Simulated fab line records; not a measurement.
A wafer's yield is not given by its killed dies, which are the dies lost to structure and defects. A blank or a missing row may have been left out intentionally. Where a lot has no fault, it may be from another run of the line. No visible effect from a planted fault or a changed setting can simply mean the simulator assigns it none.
Split-lot study | flow n5-finfet | on a route of 1938 steps: 7 lots, 21 wafers read

== ON THE SPLIT ==
At N5_BEOL_M7_ETCH_41 (etches SiCN in CH3F/O2, target depth 31.9 nm, time 57.8 s), the setting bias-w was moved away from the recipe's 75 W on 6 of the 21 wafers read, by -15.2% to -5.2%. The other wafers ran this setting at the recipe's value.

The split's own step is where the reading is taken.

== THE READING ==
rf-vpp-V, in V, at N5_BEOL_M7_ETCH_41 (etches SiCN in CH3F/O2, target depth 31.9 nm, time 57.8 s). Fault-free wafers of this fab line usually give 297.5 V, standard deviation 1.4 V.

wafer  | tool, chamber at the split | bias-w as run, W | against the recipe | rf-vpp-V, V | against lot-mates on the recipe
L079.1 | rie-diel-03, 1             | 68.02            | -9.3%              | 279.9       | -17.5
L079.2 | rie-diel-03, 0             | 75               | recipe             | 295.3       | -
L079.3 | rie-diel-03, 2             | 75               | recipe             | 299.4       | -
L080.3 | rie-diel-03, 3             | 75               | recipe             | 297.3       | -
L080.4 | rie-diel-03, 0             | 75               | recipe             | 295.6       | -
L080.6 | rie-diel-03, 2             | 75               | recipe             | 298.6       | -
L081.1 | rie-diel-05, 0             | 63.62            | -15.2%             | 266.3       | -29.1
L081.4 | rie-diel-05, 1             | 75               | recipe             | 295.2       | -
L081.6 | rie-diel-05, 2             | 75               | recipe             | 295.7       | -
L082.2 | rie-diel-05, 1             | 75               | recipe             | 296.1       | -
L082.3 | rie-diel-05, 2             | 71.09            | -5.2%              | 288.1       | -8.0
L082.4 | rie-diel-05, 0             | 71.09            | -5.2%              | 287.3       | -8.8
L088.3 | rie-diel-06, 2             | 75               | recipe             | 296.5       | -
L088.4 | rie-diel-06, 1             | 68.58            | -8.6%              | 284.2       | -12.3
L088.6 | rie-diel-06, 0             | 68.58            | -8.6%              | 279.5       | -17.0
L097.4 | rie-diel-05, 2             | 75               | recipe             | 298.0       | -
L097.5 | rie-diel-05, 1             | 75               | recipe             | 295.4       | -
L097.6 | rie-diel-05, 2             | 75               | recipe             | 297.2       | -
L096.1 | rie-diel-06, 2             | 75               | recipe             | 298.1       | -
L096.5 | rie-diel-06, 2             | 75               | recipe             | 296.6       | -
L096.6 | rie-diel-06, 3             | 75               | recipe             | 297.9       | -

FIT RESULTS
A straight line over all 21 wafers: rf-vpp-V changes by +1.89 V for each +1% of bias-w; r = +0.98; the points scatter about the line by 1.5 V.
The same after taking each lot's own level away (the mean of its wafers on the recipe; 21 wafers): +1.83 V for each +1%; r = +0.99; scatter 1.4 V.
On that fit, the largest move of bias-w shifts the reading by 28 V.
Across the lots, their own levels run from 295.45 to 297.53 V, a range of 1.5 times the standard deviation given above.
The two slopes are in agreement: the lot-to-lot level therefore moves the slope only a little.
Check: with one of the wafers moved furthest among these (-15.2%) left out of the fit, the line predicts -26.5 V for it against its lot-mates. It came out at -29.1 V against them.
Tool readings at the split's step, against how far the setting was moved: rf-vpp-V r = +0.98.

== FURTHER SPLITS ON THESE WAFERS ==
These wafers also went through other splits before the reading. Each is held against what the fit with the lots' levels taken away leaves over:
other split on the same wafers   | wafers away from the commonest value | r with rf-vpp-V (lot level and that fit taken away)
N5_BEOL_M6_EXPOSE_08 dose-mj     | 11                                   | -0.18
N5_BEOL_M7_TRENCH_ETCH_37 time-s | 4                                    | +0.42

== THE WHOLE CHAIN: every reading that the file lists as answering this split, in the file's order ==
step               | what it does                                              | reading                                                        | change (the file's fit)               | r (the file's)
N5_BEOL_M7_ETCH_41 | etches SiCN in CH3F/O2, target depth 31.9 nm, time 57.8 s | rf-vpp-V                                                       | +1.86 V for each +1% of the setting   | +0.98
N5_BEOL_M7_ETCH_41 | etches SiCN in CH3F/O2, target depth 31.9 nm, time 57.8 s | etch.depth-nm (the simulator's own value, which no gauge read) | +0.121 nm for each +1% of the setting | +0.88

== THE FILE'S OWN FIT ==
rf-vpp-V changes by +1.86 V for each +1% of bias-w, r = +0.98.
